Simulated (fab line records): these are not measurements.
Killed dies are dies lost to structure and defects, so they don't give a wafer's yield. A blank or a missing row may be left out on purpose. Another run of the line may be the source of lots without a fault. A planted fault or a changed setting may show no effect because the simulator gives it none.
fab line records	flow n5-finfet
record lots=6	wafers=18	last-day=20
route steps=1938 shown SD_EPI_P@319 SD_ACTIVATION@330
lots that met no fault: from a run of the same line without faults
start-h: the number of hours between the record's first day and the start of the first shown wafer of the lot	wait-h: hours elapsed since this lot's preceding step	" unchanged from the row above	L1.1+2: a single row standing in for several wafers	- no value, or no start was given	* or withheld: withheld	< > ~ a bound
route shown NAME@n: names a module that has steps shown in the file, with the first one's number in the route	usual: mean/standard deviation taken from wafers without a fault	same: alike in all rows	chamber/n: place in a boat	sites: the reading at each site	_std_site: standard deviation across them	_edge_site: the outer-site mean with the inner-site mean subtracted	radius-mm: for every site, how far away it sits from the centre of the wafer	mask NAME#n: copy n	behind: the most recent tool/chamber to have shaped the wafer	hold: why the lot went on hold/how many hours it stayed there/how the hold came to an end	device: names the non-switching transistor (n, p or np)	end of line: tests run on the same wafers once the route is complete	a step given without rows: its recipe and nothing more	killed: count of dies lost to structure and defects at first sort (not the wafer's yield)	map: per-die view of a wafer (x killed, . not killed, _ where there is no die)
set.NAME: setting as actually run; set.NAME@STEP: the setting as run at that earlier step	model.NAME: the simulator's own value behind a step, which no gauge read
certain route steps with their lots: each step a table, each wafer a row
services: when a tool's chamber went out of use (start-h, in hours from the record's first day, below 0 if earlier), for how many hours, and the reason
## steps
# step N5_SD_EPI_P_PRECLEAN_51
# recipe chemistry=NF3:NH3	afs-cycles=1	temp-c=30	time-s=20	sublimation-temp-c=180	sublimation-time-s=60	pressure-torr=3	rf-power-w=30
# step N5_SD_EPI_P_VAPOR_ETCH_44
# recipe chemistry=NF3/Ar	target=SiGe30	temp-c=25	time-s=3.3	mode=isotropic
# step N5_SD_EPI_P_EPI_21
# recipe material=SiGe:B	dopant=B	temp-c=550	pressure-torr=20	ambient=H2	time-s=355
# step N5_SD_EPI_P_EPI_MEAS_23
# recipe mode=xrd
# usual thk-nm=60.8/1.2
lot.wafer	tool	chamber	start-h	wait-h	thk-nm
L221.1	film-metro-02	-	58.09	1.8	59.2
L221.4	"	-	"	"	61.3
L221.6	"	-	"	"	62.4
L225.2	film-metro-02	-	81.09	1.5	62.9
L225.4	"	-	"	"	60.0
L225.5	"	-	"	"	60.1
L232.3	film-metro-01	-	123.84	1.1	60.1
L232.5	"	-	"	"	59.5
L232.6	"	-	"	"	62.1
L236.3	film-metro-01	-	147.81	1.1	60.2
L236.4	"	-	"	"	61.9
L236.5	"	-	"	"	59.5
L238.2	film-metro-01	-	161.13	1.5	60.5
L238.3	"	-	"	"	60.7
L238.6	"	-	"	"	60.3
L243.1	film-metro-02	-	193.36	1.8	59.4
L243.5	"	-	"	"	60.3
L243.6	"	-	"	"	60.4
# step N5_SD_EPI_P_HM_STRIP_48
# recipe chemistry=H3PO4	temp-c=160	material=SiNx	target=SiNx	target-depth-a=30	overetch-fraction=0.3
# step N5_SD_EPI_P_SRD_49
# recipe dry=ipa-marangoni	time-s=30	temp-c=23	rinse-liquid=diw
# step N5_SD_EPI_P_PRECLEAN_24
# recipe chemistry=O3/DIW	time-s=45	temp-c=22	o3-ppm=10
# step N5_SD_EPI_P_PRECLEAN_32
# recipe chemistry=dHF	time-s=10	dilution=500:1	temp-c=25
# step N5_SD_EPI_P_PRECLEAN_33
# recipe chemistry=SC2	time-s=45	temp-c=35	mix=1:1:50
# step N5_SD_EPI_P_SRD_25
# recipe time-s=30	temp-c=23	rinse-liquid=diw	dry=ipa-marangoni
# step N5_SD_EPI_P_INSPECT_26
# recipe inspect-instrument=darkfield	mode=post-epi
# usual raw-defect-count=188/39
lot.wafer	tool	chamber	start-h	wait-h	raw-defect-count
L221.1	defect-inspect-01	-	58.28	0.0	212
L221.4	"	-	"	"	140
L221.6	"	-	"	"	168
L225.2	defect-inspect-02	-	81.27	0.0	202
L225.4	"	-	"	"	217
L225.5	"	-	"	"	205
L232.3	defect-inspect-01	-	124.01	0.0	190
L232.5	"	-	"	"	184
L232.6	"	-	"	"	192
L236.3	defect-inspect-02	-	147.99	0.0	136
L236.4	"	-	"	"	270
L236.5	"	-	"	"	246
L238.2	defect-inspect-02	-	161.31	0.0	181
L238.3	"	-	"	"	259
L238.6	"	-	"	"	220
L243.1	defect-inspect-02	-	193.54	0.0	196
L243.5	"	-	"	"	279
L243.6	"	-	"	"	179
# step N5_SD_ACTIVATION_RTA_00
# recipe temp-c=975	time-s=0	ambient=N2	idle-temp-c=600	ramp-up-c-per-s=150	ramp-down-c-per-s=60	cool-to-c=600
# usual lamp-power-pct=8.96/0.053	lamp_zone_1_pct=8.948/0.026	lamp_zone_3_pct=8.952/0.027	wafer_temp_C_max=975.1/1.8
lot.wafer	tool	chamber	start-h	wait-h	lamp-power-pct	lamp_zone_1_pct	lamp_zone_3_pct	wafer_temp_C_max
L221.1	rtp-anneal-01	0	58.31	0.0	8.96	8.961	8.966	977.2
L221.4	"	0	"	"	9.03	8.916	8.955	975.1
L221.6	"	0	"	"	9.00	8.968	8.937	978.2
L225.2	rtp-anneal-02	0	81.32	0.1	8.95	8.937	8.975	975.6
L225.4	"	0	"	"	9.02	8.954	8.970	975.2
L225.5	"	0	"	"	8.98	8.973	8.978	973.3
L232.3	rtp-anneal-02	0	124.10	0.1	8.93	8.933	8.935	975.5
L232.5	"	0	"	"	8.87	8.978	8.904	975.9
L232.6	"	0	"	"	8.96	8.918	8.899	973.9
L236.3	rtp-anneal-02	0	148.12	0.1	8.97	8.900	8.914	972.8
L236.4	"	0	"	"	9.02	8.963	8.929	972.1
L236.5	"	0	"	"	9.03	8.937	8.960	974.0
L238.2	rtp-anneal-02	0	161.37	0.1	8.93	8.948	8.993	975.1
L238.3	"	0	"	"	8.88	8.946	8.959	977.4
L238.6	"	0	"	"	8.97	8.943	8.947	975.0
L243.1	rtp-anneal-02	0	193.57	0.0	8.97	8.950	8.932	975.1
L243.5	"	0	"	"	9.00	8.951	8.972	977.8
L243.6	"	0	"	"	8.88	8.934	8.921	972.4
# step N5_SD_ACTIVATION_LSA_01
# recipe temp-c=1080	time-s=0.0008	ambient=N2
# usual wafer_temp_C_max=1085.7/1.2
lot.wafer	tool	chamber	start-h	wait-h	wafer_temp_C_max
L221.1	laser-anneal-02	0	58.51	0.2	1085.7
L221.4	"	0	"	"	1085.4
L221.6	"	0	"	"	1083.4
L225.2	laser-anneal-02	0	81.53	0.2	1085.6
L225.4	"	0	"	"	1086.2
L225.5	"	0	"	"	1085.5
L232.3	laser-anneal-02	0	124.30	0.2	1085.8
L232.5	"	0	"	"	1084.8
L232.6	"	0	"	"	1084.2
L236.3	laser-anneal-02	0	148.33	0.2	1124.0
L236.4	"	0	"	"	1124.3
L236.5	"	0	"	"	1123.6
L238.2	laser-anneal-02	0	161.57	0.2	1125.9
L238.3	"	0	"	"	1125.3
L238.6	"	0	"	"	1123.9
L243.1	laser-anneal-01	0	193.77	0.2	1085.9
L243.5	"	0	"	"	1085.5
L243.6	"	0	"	"	1087.3
## services
tool	chamber	start-h	hours	kind
laser-anneal-02	-	45.69	2.6	pm
laser-anneal-01	-	76.08	3.1	pm
laser-anneal-02	-	90.52	20.1	pm
## key
first-sign step=N5_SD_ACTIVATION_LSA_01	reading=wafer_temp_C_max	direction=up	sigmas=33	usual=*	struck=*
effect none on later readings
met-at N5_SD_ACTIVATION_LSA_01
struck-wafers L236.3,L236.4,L236.5,L238.2,L238.3,L238.6
tester-left-out L236,L238
baseline-loss step=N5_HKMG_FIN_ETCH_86	wafers=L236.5
onset-between 124.30 148.33
fault kind=process-parameter-drift	tool=laser-anneal-02	chamber=-	onset-h=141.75	steps=N5_SD_ACTIVATION_LSA_01	channel=temp-c	offset=*	shape=step	end-h=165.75	stated=*
# tester-left-out: of these lots the tester's yield and bins aren't shown, on N5 and GAA mostly nor the transistor test; their killed dies are dies lost to structure and defects alone, not to doping, threshold or leakage, so they don't give the yield
# baseline-loss: these wafers lose ten dies or more at that step, a loss of the line's own and not of a fault; the sort's usual values leave them out
